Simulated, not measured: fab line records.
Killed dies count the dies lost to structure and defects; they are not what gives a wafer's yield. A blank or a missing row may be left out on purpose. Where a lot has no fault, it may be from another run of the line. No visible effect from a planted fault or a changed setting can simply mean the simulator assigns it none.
fab line records ; flow n5_finfet
[record] lots = 4; wafers = 12; last_day = 15
route steps=1938 shown BEOL_M13@1696 BEOL_M14@1716 PASSIVATION@1936
lots that met no fault: from a run of the same line without faults
start_h: hours from the record's first day to the start of the lot's first wafer shown ; wait_h: hours from the lot's prior step to this one ; " unchanged from the row above ; L1.1+2: several wafers, shown together as one row ; - no value, or no start was given ; * or withheld: withheld ; < > ~ a bound
route shown NAME@n: a module of which the file shows steps, and the number in the route of the first ; usual: mean/standard deviation of fault-free wafers ; same: alike in all rows ; chamber/n: place in a boat ; sites: each site's reading ; _std_site: their standard deviation ; _edge_site: inner sites' mean taken away from outer sites' mean ; radius_mm: how far each site lies from the wafer's centre ; mask NAME#n: copy n ; behind: the tool/chamber that last shaped the wafer ; hold: reason for holding the lot/hours on hold/outcome of the hold ; device: transistor that didn't switch, given as n, p or np ; end of line: at the end of the route, the tests of the same wafers ; a step without rows: its recipe alone ; killed: the dies lost at the first sort to structure and to defects; this is not the yield of the wafer ; map: a wafer's dies, marking killed ones x, the rest . and places with no die _
set.NAME: the setting the step ran with; set.NAME@STEP: the setting that earlier step ran with ; model.NAME: the simulator's own value behind a step, which no gauge read
lots at some steps of the route; a table a step, a row a wafer
services: the hour from which a tool's chamber was out of use, counted from the record's first day as start_h (under 0 if before that day), plus the number of hours and why
[[steps]]
[step N5_BEOL_M13_TRENCH_ETCH_34]
[recipe] chemistry = C4F8/O2/Ar; target = SiOC; target_depth_a = 4134.7; mask_material = SOC; pressure_mtorr = 30; source_w = 3000; bias_w = 700; Ar_flow_sccm = 400; C4F8_flow_sccm = 15; O2_flow_sccm = 8; he_inner_torr = 15; he_outer_torr = 30; time_s = 162.6; ion_energy_ev = 250
[step N5_BEOL_M13_STRIP_70]
[recipe] chemistry = C4F8/O2/Ar; resist = SiARC; rf_frequency_hz = 6e+07
[step N5_BEOL_M13_STRIP_37]
[recipe] chemistry = N2/H2; power_w = 1000; temp_c = 250; h2_frac = 0.65; overash_fraction = 0.3; pressure_mtorr = withheld; n2_flow_sccm = 1750; h2_flow_sccm = 3250
[step N5_BEOL_M13_ETCH_38]
[recipe] chemistry = CF4/N2; target = SiCN; target_depth_a = 675; taper_deg = 2; time_s = 71.9; ion_energy_ev = 150; mask_material = SiO2; pressure_mtorr = 40; source_w = 430; bias_w = 70; Ar_flow_sccm = 100; cf4_flow_sccm = 60; n2_flow_sccm = 60
[step N5_BEOL_M13_PRECLEAN_39]
[recipe] chemistry = residue_remover; time_s = 60; temp_c = 40
[step N5_BEOL_M13_SRD_40]
[recipe] time_s = 30; temp_c = 23; rinse_liquid = diw; dry = n2_spin; spin_rpm = 1500; dry_time_s = 30
[step N5_BEOL_M13_DEGAS_41]
[recipe] ambient = vacuum; temp_c = 250; time_s = 60
[step N5_BEOL_M13_PRE_CLEAN_42]
[recipe] gas = H2/He; time_s = 30; temp_c = 250
[step N5_BEOL_M13_SPUTTER_43]
[recipe] material = TaN; target_thk_a = 150; temp_c = 50; bias_v = 168.6; power_w = 15000; chamber_pressure_pa = 0.12; time_s = 24.19
[step N5_BEOL_M13_SPUTTER_44]
[recipe] material = Ta; target_thk_a = 100; temp_c = 50; bias_v = 80; power_w = 15000; chamber_pressure_pa = 0.07; time_s = 16.13
[step N5_BEOL_M13_SPUTTER_45]
[recipe] material = Cu; target_thk_a = 800; temp_c = -20; bias_v = 60; power_w = 26000; chamber_pressure_pa = 0.13; time_s = 13.33
[step N5_BEOL_M13_ECD_47]
[recipe] material = Cu; target_thk_a = 9360
lot.wafer;tool;chamber;start_h;wait_h
L266.1+3+5;ecd_cu-01;0,1,0;243.32;0.1
L278.4+5+6;ecd_cu-01;1,0,1;318.82;0.1
L277.2+4+6;ecd_cu-01;1,0,0;319.85;0.1
L282.3+4+5;ecd_cu-02;0,1,0;343.24;0.1
[step N5_BEOL_M13_ANNEAL_48]
[recipe] temp_c = 225; time_s = 90; ambient = N2
[step N5_BEOL_M13_CMP_49]
[recipe] stop_on = SiOC; t_overpolish_s = 17.1; down_force_psi = 1; platen_rpm = 50; clearing_platen_down_force_psi = 1.5; clearing_platen_rpm = 50; post_cmp_clean = cu_alkaline; target_thk_nm = 420; clearing_platen_pad_velocity_m_s = 0.99484; pad_velocity_m_s = 0.99484
[step N5_BEOL_M13_PRE_CLEAN_52]
[recipe] gas = NH3; time_s = 15; temp_c = withheld; rf_power_w = 300
[step N5_BEOL_M13_DEP_53]
[recipe] material = SiCN; target_thk_a = 500; temp_c = withheld; precursor = 3MS/NH3; pressure_torr = 3; rf_w = 675; time_s = 17.8
[step N5_BEOL_M14_ILD_DEP_00]
[recipe] material = SiO2; target_thk_a = 11193; temp_c = 400; precursor = TEOS/O2; pressure_torr = 6.5; rf_w = 900; teos_flow_sccm = 161.4; gas = O2; flow_sccm = 2650; time_s = 237.4
[step N5_BEOL_M14_COAT_58]
[recipe] resist = BARC; temp_c = 205; time_s = 60; spin_rpm = 1500; resist_thk_nm = 89
[step N5_BEOL_M14_COAT_04]
[recipe] spin_rpm = 1704; resist_thk_nm = 800
[step N5_BEOL_M14_EBR_06]
[recipe] solvent = PGMEA; ebr_width_mm = 1.5
[step N5_BEOL_M14_SOFTBAKE_05]
[recipe] temp_c = 130; time_s = 60
[step N5_BEOL_M14_EXPOSE_07]
[recipe] mask_id = V13; na = 0.8; source_shape = annular; sigma_inner = 0.5; sigma_outer = 0.8; polarization = unpolarized; attpsm_phase_deg = 180; dose_mj = 57
[step N5_BEOL_M14_PEB_08]
[recipe] peb_temp_c = 130; peb_time_s = 90
[step N5_BEOL_M14_DEVELOP_09]
[recipe] develop_time_s = 45; rinse_liquid = diw; dry = air_spin; dev_temp_c = 21
[step N5_BEOL_M14_HARDBAKE_14]
[recipe] temp_c = 130; time_s = 120
[step N5_BEOL_M14_DESCUM_15]
[recipe] chemistry = O2; time_s = 7.9; source_power_w = 50; bias_power_w = 20; pressure_mtorr = 20; rf_frequency_hz = 2.712e+07; temp_c = 40; o2_flow_sccm = 225
[step N5_BEOL_M14_ETCH_59]
[recipe] chemistry = N2/H2; target = BARC; target_depth_a = 890; overetch_a = 267; time_s = 67.9; ion_energy_ev = 200; pressure_mtorr = 30; source_w = 840; bias_w = 150; n2_flow_sccm = 200; h2_flow_sccm = 200
[step N5_BEOL_M14_VIA_ETCH_16]
[recipe] chemistry = C4F8/O2/Ar; target = SiO2; he_inner_torr = 15; he_outer_torr = 30; target_depth_a = 12313; time_s = withheld; ion_energy_ev = 800; pressure_mtorr = 20; source_w = 1905; bias_w = 2040; Ar_flow_sccm = 400; C4F8_flow_sccm = 16; O2_flow_sccm = 12; ends = cleared
[step N5_BEOL_M14_STRIP_63]
[recipe] chemistry = O2; power_w = 600; temp_c = 60; pressure_mtorr = 30; rf_frequency_hz = 6e+07; bias_power_w = 0; overash_fraction = 0.3; o2_flow_sccm = 225
[step N5_BEOL_M14_STRIP_64]
[recipe] chemistry = O2; power_w = 600; temp_c = 60; pressure_mtorr = 30; rf_frequency_hz = 6e+07; bias_power_w = 0; overash_fraction = 0.3; o2_flow_sccm = 225
[step N5_BEOL_M14_STRIP_71]
[recipe] chemistry = post_etch_residue_remover; time_s = 60; temp_c = 25; remover_ph = withheld; remover_water_wt_pct = withheld; remover_fluoride_wt_pct = withheld
[step N5_BEOL_M14_SRD_72]
[recipe] time_s = 30; temp_c = 23; rinse_liquid = diw; dry = n2_spin; spin_rpm = 1500; dry_time_s = 30
[step N5_BEOL_M14_COAT_65]
[recipe] resist = SOC; temp_c = 250; time_s = 60; spin_rpm = 1500; resist_thk_nm = 450
[step N5_PASSIVATION_PROBE_49]
[usual] defect_limited_yield = 91.8/1.5; killed_at_M0_to_M3 = 33/11; killed_at_M4_up = 13/5; killed_at_contacts = 11/5.6; killed_at_front_end = 36/12; killed_at_other = 3.4/2.5; killed_dies = 97/18; killed_on_rim = 12/4.2; killed_open = 64/13; killed_short = 31/6.9; sort_bin_5_function = 4.8/1; sort_bin_6_memory = 3.1/0.64; sort_bin_8_speed = 0.00/0.014; sort_n_pass = 1083/18; sort_yield_pct = 91.8/1.5
[same] gross_dies = 1180; killed_at_back_side = 0; sort_bin_4_leakage[%] = 0
lot.wafer;tool;chamber;start_h;wait_h;defect_limited_yield[%];killed_at_M0_to_M3;killed_at_M4_up;killed_at_contacts;killed_at_front_end;killed_at_other;killed_dies;killed_on_rim;killed_open;killed_short;sort_bin_5_function[%];sort_bin_6_memory[%];sort_bin_8_speed[%];sort_n_pass;sort_yield_pct[%]
L278.4;prober-02;-;348.07;0.2;30.2;33;760;11;17;3;824;110;44;29;44.9;17.8;0;356;30.2
L278.5;prober-02;-;348.12;0.2;31.6;19;750;16;20;2;807;107;47;21;45.4;18.1;0;373;31.6
L278.6;prober-02;-;348.17;0.3;30.7;9;768;14;23;4;818;103;38;19;47.9;15.7;0;362;30.7
L277.2;prober-01;-;349.08;0.1;27.5;19;800;6;29;1;855;105;42;23;47.7;18.0;0;325;27.5
L277.4;prober-01;-;349.18;0.2;28.6;29;781;13;20;0;843;107;48;19;49.0;16.5;0;337;28.6
L277.6;prober-01;-;349.28;0.3;29.6;23;771;12;24;1;831;115;43;19;48.1;17.0;0;349;29.6
L282.3;prober-02;-;370.18;0.1;89.7;49;17;10;42;3;121;12;83;36;6.6;3.3;0;1059;89.7
L282.4;prober-02;-;370.23;0.2;92.3;31;15;15;30;0;91;14;61;30;4.2;3.3;0;1089;92.3
L282.5;prober-02;-;370.28;0.2;90.6;39;19;21;26;6;111;15;65;42;5.6;3.1;0;1069;90.6
// killed by level:class
L278.4 BEOL_M13:unspecified=749 BEOL_M0_SAQP:geometric_particle:short=13 BEOL_M0_SAQP:geometric_particle:open=10 MOL_CONTACT_COAG:geometric_particle:open=6 BEOL_M1:geometric_particle:open=6 MOL_CONTACT_COAG:geometric_particle:short=4 FIN_SAQP:geometric_particle:open=3 DUMMY_GATE:geometric_particle:open=3
L278.5 BEOL_M13:unspecified=738 MOL_CONTACT_COAG:geometric_particle:open=13 BEOL_M0_SAQP:geometric_particle:short=6 DUMMY_GATE:geometric_particle:open=5 BEOL_M0_SAQP:geometric_particle:open=5 FIN_SAQP:geometric_particle:open=4 FIN_SAQP:geometric_particle:short=3 STI_FIN_REVEAL:geometric_particle:open=3
L278.6 BEOL_M13:unspecified=760 MOL_CONTACT_COAG:geometric_particle:open=11 FIN_SAQP:geometric_particle:short=6 BEOL_M0_SAQP:geometric_particle:open=6 DUMMY_GATE:geometric_particle:open=5 FIN_SAQP:geometric_particle:open=4 STARTING-WAFER:geometric_particle:open=2 GATE_CUT:geometric_particle:short=2
L277.2 BEOL_M13:unspecified=789 FIN_SAQP:geometric_particle:short=9 BEOL_M4:geometric_particle:open=8 MOL_CONTACT_COAG:geometric_particle:open=6 BEOL_M2:geometric_particle:open=6 BEOL_M0_SAQP:geometric_particle:open=5 FIN_SAQP:geometric_particle:open=5 BEOL_M0_SAQP:geometric_particle:short=5
L277.4 BEOL_M13:unspecified=776 MOL_CONTACT_COAG:geometric_particle:open=12 BEOL_M3:geometric_particle:open=9 BEOL_M0_SAQP:geometric_particle:open=8 BEOL_M0_SAQP:geometric_particle:short=6 FIN_SAQP:geometric_particle:open=5 FIN_SAQP:geometric_particle:short=5 BEOL_M1:geometric_particle:open=3
L277.6 BEOL_M13:unspecified=768 BEOL_M1:geometric_particle:open=9 MOL_CONTACT_COAG:geometric_particle:open=7 BEOL_M0_SAQP:geometric_particle:open=5 MOL_CONTACT_COAG:geometric_particle:short=5 FIN_SAQP:geometric_particle:open=4 DUMMY_GATE:geometric_particle:open=4 BEOL_M0_SAQP:geometric_particle:short=3
L282.3 BEOL_M3:geometric_particle:open=12 BEOL_M2:geometric_particle:open=10 MOL_CONTACT_COAG:geometric_particle:open=10 FIN_SAQP:geometric_particle:open=7 STI_FIN_REVEAL:geometric_particle:open=7 GATE_CUT:geometric_particle:short=7 BEOL_M1:geometric_particle:open=7 BEOL_M0_SAQP:geometric_particle:open=6
L282.4 MOL_CONTACT_COAG:geometric_particle:open=10 FIN_SAQP:geometric_particle:open=6 BEOL_M0_SAQP:geometric_particle:open=6 BEOL_M0_SAQP:geometric_particle:short=6 GATE_CUT:geometric_particle:short=5 MOL_CONTACT_COAG:geometric_particle:short=5 BEOL_M3:geometric_particle:open=5 BEOL_M0:geometric_particle:open=5
L282.5 MOL_CONTACT_COAG:geometric_particle:open=15 BEOL_M0_SAQP:geometric_particle:short=9 BEOL_M0_SAQP:geometric_particle:open=7 FIN_SAQP:geometric_particle:short=6 STI_FIN_REVEAL:geometric_particle:open=6 BEOL_M2:geometric_particle:open=6 BEOL_M1:geometric_particle:open=5 MOL_CONTACT_COAG:geometric_particle:short=5
// map L277.2 (x killed, . not)
_________________xxxx.xxx.x.x________________
______________x.xx.xxx.x.xxxxxx._____________
___________.x.xxxxxxxxx.x..x..xx.xx__________
__________xx....x.xxx.xxxxxxx.x.xxxx_________
________.xxxxxx.xxxxx..xx.x.x.xx..xxx._______
_______.xxxxxx.xxx.xxxxxx.xx..xxxx.xxxx______
______.xxxx.xxxxx.xxxxxxxxxx..x.xxx.xxxx_____
_____...xx...x.x.xx.xx.xx.xx.xxx.xx...xxx____
____x.xxxxxx.x.x.xxxxx.xxx.xxx.xxxx.x.x..x___
___xxxxxx.xxx.x..xxxxxxxxx...x.xxx.xxx.xx.x__
___.xxxxx.xxxxx.x.xxxxxxxxxxx.x.xxx..xx.xxx__
__x.x.xx.x.xxx.xxxxx.xx.xxxxx.....xxxxxxxxxx_
__x...xxxxxxx.xx.xxxxx.x.xxxxxx.xx..xxxx.xxx_
_xxxx.x.xx..xx.xx..x..xxxxxxxxxxxx..x..xx.xxx
_xxx.xxxx..xxxxxxxxxxxx..xxxx..xx.xx...xxxxxx
_xx.xx..xxx.xxxxxx..xxx.xxx.x.x.xx.xxxx..x.x.
_...xxxxxx.xx..xxxxxx.xxxxxxxx.x..xxxxx..xxxx
_xxxxxxxxxxxxxxxx.xxxxxxx..xxx..xxxxx..xx.xx.
_.x.xxxxxxxx..x.xxx.xxx.xxxx...xxxxxx.xxxxxxx
_..x.xxxx.x..xx..xx.x..xxxxxxxxxx.xxx....xxxx
_.xxxx.xx..xxx.xxxxxxx.xxxxxxxx...xxx.xxx.xxx
__xxxxx.xx..x..x..xxxxxxxxx..xx.x..xx..xxxx._
__xxxxxx.xx.xxx..x.xxxxx.x.xxxxxxxxxx.xx.xxx_
___x.xxxx..xx..xxxx.xx.x.xx..xxx.xxxxxxxxxx__
___x.xxxxx.xxxxx.xxx.x....xxxxxxxxxx.xxxx.x__
____x.x...xxxx.xxxxx.x..xxxxx...xxxxxx....___
_____xxxxxx.xx.xx.xxxxxxxxx.xx.x.xx.xxx..____
______x.x.x.xx..xxx.xx.xxx.xxxxxxxxx.xx._____
_______.xxxxx.xxxxxxxx.xxxxxxxxxxx.xxx.______
________.xxxxxxxxxxxxxxxxxxxxx.xxxxxxx_______
__________x.xxx.x..xxxxx.xxxxxxx..xx_________
___________xxxxxxx..x.xx.xxxxxxxx.x__________
______________..xxxxxxx.x.x.x.xx_____________
_________________xx.xxx..x.xx________________
// map L278.4 (x killed, . not)
_________________xxxx.xxxxxxx________________
______________xxxxxx.xxxxx.xx.xx_____________
___________xx.x.xx.xxxx.x.x...xxxxx__________
__________x.xxxxxxx.xxx.x..x.x..x.x._________
________...xxxxxxx.x.x.xx..xxxx.xx..xx_______
_______x..xx...xx.xxxxx.x.x.xxxx..xxx..______
______xx.x.x....xxxxxxx..xxxxxxxx.x.xxxx_____
_____xxxx.xxx.x.x.x..xx.xxxx..x.xxxx..x.x____
____xx.xx..xxx.xx.xxx.xx.xxxxxx.xxxx.xx.x.___
___xxx.x.x.xxxxxxx.xx.x.x.xxxx.xxx.xxxxxxx.__
___x..x..xxxx.x..x.x.x....xxx.xxx.xxxxx....__
__xx.xx...xxxx.x.xx.xxxxxxxxxxxxxx.xx..xxx.x_
__.xxxxxxxxx.x..xxx...x.x.xxxxxxxxxxxxx.xxxx_
_xxxx.xxxx.xxxx..x..xxx.xxx.xxxx.xxxxx.xx....
_xx.xxxxx.xxxxx..xxxx.xx..x...xxx..xx.x.x..x.
_..xxx.xx.xxx..xxxxxxx.xxxx..xxx.x.xx.x.x.xxx
_xx.xxx.x.xx..x.xxx.xxxxxxx.xx.x..xxxxx..x.x.
_xx.xxx.xxxxxxxxx.xx.x..x..xx.xxxx.xxxxxx.xxx
_xxx..x.x.xxx.xxxxxxx.xx..xxxxxx.xx.xx.xxx..x
_xxx.xxx.xxxx..x...xx.xxxxxxxxxx.xxxxxxx.xxxx
_xxxxx.xxxxxxxx.xxx..x..xxxx.xxxxxx.xx..xxxxx
__x.xxx.xxxxx..xx..x.x.x.xxxxxx.xxx.x.xx.xxx_
__x.xxxxxxx..xxx.x..xxx..xxxxx.xxxx..xxx.x.x_
___xxx.xxxx.xxxx.xxxx...xxxxxxxxxxxxx.xxxxx__
___xxxx..xxxxxx.x.x.xxxxx..xxxxxxxxxxxx..x.__
____x.xxx.xx.x.x.xxxxx.xxxxxx.xx.xxx.xx.xx___
_____xx..xxx.xxxxx.xxxxxxxx..xx.xxxxx.xxx____
______......x..xx.xxxx..xx.xxxxxx.xx.xx._____
_______xx.....x.xx.x....xx....xx.x..xx.______
________x.xxxx.xxxxxx.x.xx.xxxxx.x..x._______
__________x.xxxx..xx..xxxxxx.xxxxx.x_________
___________xxxxxxxx.xxxxx.xx.xxx.xx__________
______________.xxxxx.x.xxxxx.xxx_____________
_________________xxx.xxxxx.x.________________
[[services]]
tool;chamber;start_h;hours;kind
ecd_cu-02;-;308.98;3.7;repair
[[key]]
[first_sign] step = N5_PASSIVATION_PROBE_49; reading = killed_at_M4_up; direction = up; sigmas = 99+; usual = 13; struck = 772
[effect] step = N5_PASSIVATION_PROBE_49; reading = killed_dies; direction = up; sigmas = 41; usual = 97; struck = 830
[more_kills_born_at] N5_BEOL_M13_ECD_47@ecd_cu-01 = 4580
met_at N5_BEOL_M13_ECD_47
struck_wafers L277.2,L277.4,L277.6,L278.4,L278.5,L278.6
onset_between 243.32 318.82
[fault] kind = chamber_particle_source; tool = ecd_cu-01; chamber = -; onset_h = 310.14; steps = N5_BEOL_M13_ECD_47; rate_per_visit_cm2 = 2.0799; end_h = 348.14
